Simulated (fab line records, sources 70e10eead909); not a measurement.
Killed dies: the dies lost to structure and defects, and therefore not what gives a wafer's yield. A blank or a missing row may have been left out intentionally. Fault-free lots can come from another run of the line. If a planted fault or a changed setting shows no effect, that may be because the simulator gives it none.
Chamber matching + flow nand_harc + pecvd-03 running NHARC_P_M0_PRE_CLEAN_31: 3 sister chambers
The step time 12 s. 3 wafers are shown with their chamber, then 11 later ones without.

WAFERS WITH THEIR CHAMBER
| wafer  | chamber | heater_power_w (W) |
|--------|---------|--------------------|
| L087.5 | 1       | 638                |
| L087.6 | 2       | 530                |
| L088.1 | 0       | 613                |

WAFERS WITH NO CHAMBER GIVEN
| wafer  | heater_power_w (W) |
|--------|--------------------|
| L088.5 | 606                |
| L088.6 | 655                |
| L089.1 | 633                |
| L089.3 | 606                |
| L089.6 | 607                |
| L093.2 | 553                |
| L093.4 | 645                |
| L093.5 | 541                |
| L097.1 | 600                |
| L097.4 | 638                |
| L097.5 | 604                |

CHAMBER TAKEN BY EACH
| wafer  | from the rows above     | in truth                   |
|--------|-------------------------|----------------------------|
| L088.5 | 0                       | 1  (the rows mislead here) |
| L088.6 | 1                       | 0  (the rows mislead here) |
| L089.1 | can't be placed: 1 or 0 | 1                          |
| L089.3 | 0                       | 0                          |
| L089.6 | 0                       | 0                          |
| L093.2 | 2                       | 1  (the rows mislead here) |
| L093.4 | 1                       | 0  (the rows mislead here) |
| L093.5 | 2                       | 2                          |
| L097.1 | 0                       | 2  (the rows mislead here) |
| L097.4 | 1                       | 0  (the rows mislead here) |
| L097.5 | 0                       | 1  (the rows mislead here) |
Correctly placed: 3 of 11. These rows do not allow placing 1 (true chamber among the candidates in 1). 7 placed wrongly.
How it was worked out, from the rows above alone: a wafer's distance from a chamber is the root of the sum, over the readings, of the square of ((its reading less the chamber's mean) divided by the reading's scatter). The wafer belongs to the nearest chamber; if the next one is less than 2 further off, it can't be placed. Each chamber's mean is taken over the wafers shown for it. The scatter: root of mean squared gap, hidden wafer to nearest shown wafer, with one shown wafer a chamber.
